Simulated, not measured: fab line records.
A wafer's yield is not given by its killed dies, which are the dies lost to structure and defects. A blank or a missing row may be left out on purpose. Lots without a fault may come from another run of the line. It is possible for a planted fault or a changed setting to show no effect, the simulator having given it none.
Matching of chambers :: flow nand_harc :: ald_hk-03 running NHARC_A_STAIRCASE_ALD_415: 4 sister chambers
The step deposits SiO2, target thk 30 nm, pulse time 6 s, ald cycles 300. 4 wafers are shown with their chamber, then 7 later ones without.

== EACH WAFER AND ITS CHAMBER ==
wafer: L083.2
chamber: 3
heater_power_w (W): 404

wafer: L083.4
chamber: 2
heater_power_w (W): 486

wafer: L088.1
chamber: 1
heater_power_w (W): 402

wafer: L088.3
chamber: 0
heater_power_w (W): 459

== WAFERS MISSING THEIR CHAMBER ==
wafer: L088.5
heater_power_w (W): 484

wafer: L090.1
heater_power_w (W): 431

wafer: L090.2
heater_power_w (W): 463

wafer: L090.6
heater_power_w (W): 433

wafer: L095.2
heater_power_w (W): 455

wafer: L095.4
heater_power_w (W): 434

wafer: L095.6
heater_power_w (W): 432

== EACH ONE'S CHAMBER ==
wafer: L088.5
from the rows above: can't be placed: 2 or 0
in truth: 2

wafer: L090.1
from the rows above: can't be placed: 3 or 0 or 1 or 2
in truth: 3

wafer: L090.2
from the rows above: can't be placed: 0 or 2
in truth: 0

wafer: L090.6
from the rows above: can't be placed: 0 or 3 or 1 or 2
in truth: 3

wafer: L095.2
from the rows above: can't be placed: 0 or 2
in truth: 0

wafer: L095.4
from the rows above: can't be placed: 0 or 3 or 1 or 2
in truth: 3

wafer: L095.6
from the rows above: can't be placed: 0 or 3 or 1 or 2
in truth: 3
Placed correctly: 0 of 7. From these rows, 7 cannot be placed; in 7 the true chamber is one of the candidates. Placed wrongly: 0.
How it was worked out, from the rows above alone: a wafer's distance from a chamber is the root of the sum, over the readings, of the square of ((its reading less the chamber's mean) divided by the reading's scatter). If the next closest chamber is less than 2 further off than the closest, the wafer can't be placed; otherwise it belongs to the closest. The mean given for a chamber averages the wafers shown for that chamber. The scatter (one wafer shown for each chamber): square how far every hidden wafer sits from the nearest shown wafer, average those squares and take the square root.
